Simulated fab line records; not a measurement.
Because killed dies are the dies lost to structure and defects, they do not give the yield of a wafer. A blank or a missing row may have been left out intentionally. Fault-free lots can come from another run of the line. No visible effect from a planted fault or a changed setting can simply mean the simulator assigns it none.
What tool caused it? || flow n5Finfet || 30 wafers sampled from 10 lots at 1 step of a route of 1938

WHAT EACH GAUGE READ, for each wafer
N5_PMOS_HMC_CHANNEL_EPI_CD_MEAS_09 targets a cd of 237.4 nm.
{"lot": "L820", "measured": "day 1 17:16", "on": "cdSem-03", "cdNm (nm)": "238.3 238.1 237.0"}
{"lot": "L823", "measured": "day 2 11:19", "on": "cdSem-03", "cdNm (nm)": "238.0 236.0 237.1"}
{"lot": "L824", "measured": "day 2 17:46", "on": "cdSem-01", "cdNm (nm)": "238.8 236.4 237.9"}
{"lot": "L825", "measured": "day 2 23:31", "on": "cdSem-02", "cdNm (nm)": "237.4 237.6 237.6"}
{"lot": "L829", "measured": "day 4 00:59", "on": "cdSem-01", "cdNm (nm)": "237.7 238.1 237.5"}
{"lot": "L838", "measured": "day 6 05:55", "on": "cdSem-01", "cdNm (nm)": "239.1 237.9 239.3"}
{"lot": "L839", "measured": "day 6 11:22", "on": "cdSem-03", "cdNm (nm)": "237.9 236.6 237.7"}
{"lot": "L841", "measured": "day 6 23:15", "on": "cdSem-02", "cdNm (nm)": "237.9 237.4 238.3"}
{"lot": "L842", "measured": "day 7 05:01", "on": "cdSem-02", "cdNm (nm)": "238.4 238.9 238.0"}
{"lot": "L843", "measured": "day 7 11:11", "on": "cdSem-03", "cdNm (nm)": "237.7 237.9 237.5"}

WHAT TOOL EACH LOT RAN ON (gives the tool, then ch and the chambers of the sampled wafers, and finally the start)
There is no process step in the record ahead of these readings.

THE ANSWER, worked out from the rows above alone
Rule: the usual values come from the lots themselves. Put in order of their means at a reading, lots are off if they are a third of the lots or fewer, leave a main group of 4 or more, and stand apart from it by a gap of 3 or more times the standard deviation of the main group's means; of several such gaps the widest counts. If all means in a main group match to the digits the tables above print for the reading, that group is not used. A lot without any number at a reading at which 4 lots or more have one is off too. The other lots that the step has rows for count as sound.
No lot is off on any of the readings shown, so nothing can be concluded from this.

WHAT HAD BEEN PUT IN BY THE SIMULATOR
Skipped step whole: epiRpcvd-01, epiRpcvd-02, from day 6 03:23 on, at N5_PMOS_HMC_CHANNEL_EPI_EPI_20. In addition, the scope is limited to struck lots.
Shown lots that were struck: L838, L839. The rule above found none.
